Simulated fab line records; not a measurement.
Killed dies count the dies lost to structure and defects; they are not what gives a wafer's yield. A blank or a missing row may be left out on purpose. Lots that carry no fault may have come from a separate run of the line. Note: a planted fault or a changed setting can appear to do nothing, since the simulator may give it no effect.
Which tool was responsible?	flow n5 finfet	12 lots with 36 wafers sampled at 2 steps, on a route of 1938 steps

## WHAT EACH GAUGE READ, for each wafer
N5_BEOL_M5_THK_MEAS_53: measures by xrf. Usual: M5_THK gives 62.3 nm (standard deviation 1.4).
lot	measured	on	M5_THK (nm)	flag
L914	day 8 14:01	film metro-02	61.9 61.6 58.9	
L916	day 9 05:35	film metro-01	62.7 62.7 63.0	
L921	day 9 21:13	film metro-02	61.2 61.9 61.6	
L922	day 10 06:17	film metro-01	60.9 62.1 61.2	
L923	day 10 15:41	film metro-02	59.3 61.4 62.3	
L925	day 11 18:03	film metro-01	63.8 63.6 62.9	
L927	day 11 18:32	film metro-02	63.2 64.0 65.9	
L926	day 12 03:20	film metro-02	61.8 62.3 61.4	
L934	day 13 18:58	film metro-01	65.1 64.2 63.6	
L936	day 14 09:54	film metro-02	60.3 62.9 61.8	
L935	day 14 10:36	film metro-01	60.8 61.5 62.5	
L937	day 14 14:31	film metro-01	61.3 63.0 61.0	

## EACH LOT AND THE TOOL THAT RAN IT (in order: tool; ch and the chambers of the sampled wafers; start)
lot	N5_BEOL_M5_CMP_52
L914	cmp-02 ch 0,2,3, day 8 13:44
L916	cmp-01 ch 1,2,3, day 9 05:19
L921	cmp-01 ch 0,1, day 9 20:58
L922	cmp-03 ch 0,2, day 10 06:02
L923	cmp-03 ch 1,3, day 10 15:23
L925	cmp-01 ch 0,1,3, day 11 17:45
L927	cmp-03 ch 0,2,3, day 11 18:19
L926	cmp-02 ch 0,2,3, day 12 03:04
L934	cmp-01 ch 1,2,3, day 13 18:40
L936	cmp-01 ch 2,3, day 14 09:37
L935	cmp-01 ch 0,2,3, day 14 10:18
L937	cmp-02 ch 1,2,3, day 14 14:17
- N5_BEOL_M5_CMP_52: polishes, stops on SiCOH lowk, t overpolish 6.9 s, target thk 62 nm.

## AS READ BY THE TOOLS THEMSELVES (means over the sampled wafers that have a number; for cases with no such wafer, the mark the record gives instead)
N5_BEOL_M5_CMP_52. Usual: barrier field endpoint s 24.5 s, standard deviation 0.62; motor current A 6.1 A, standard deviation 0.48; overpolish run s 6.900 s, standard deviation 0.0081; time to endpoint s 63 s, standard deviation 3.1.
lot	tool	barrier field endpoint s (s)	motor current A (A)	overpolish run s (s)	time to endpoint s (s)	flag
L914	cmp-02	24.2	6.3	6.904	59	
L916	cmp-01	24.7	6.4	6.900	65	
L921	cmp-01	24.5	6.2	6.896	62	
L922	cmp-03	23.8	6.2	6.899	61	
L923	cmp-03	24.1	6.7	6.890	62	
L925	cmp-01	24.6	5.9	6.906	64	
L927	cmp-03	25.1	6.2	6.907	65	
L926	cmp-02	23.6	6.2	6.901	60	
L934	cmp-01	24.5	6.1	6.895	63	
L936	cmp-01	24.6	6.3	6.900	65	
L935	cmp-01	24.4	6.1	6.903	64	
L937	cmp-02	24.0	6.2	6.897	61	

## THE ANSWER, worked out from the rows above alone
Rule: a lot is off if the mean of its wafers that have a number lies more than 3 standard deviations from the usual mean. A lot without any number at a reading at which 4 lots or more have one is off too. Any other lot the step has rows for is counted as sound. First the gauges in route order, then the tools' own readings, where a lot's mean is used as printed above. At the first step where some lot is off, the reading lying furthest off is the one used; lots without a number count as furthest.
Across all readings shown, no lot is off: no conclusion can be drawn from this.

## WHAT HAD BEEN PUT IN BY THE SIMULATOR
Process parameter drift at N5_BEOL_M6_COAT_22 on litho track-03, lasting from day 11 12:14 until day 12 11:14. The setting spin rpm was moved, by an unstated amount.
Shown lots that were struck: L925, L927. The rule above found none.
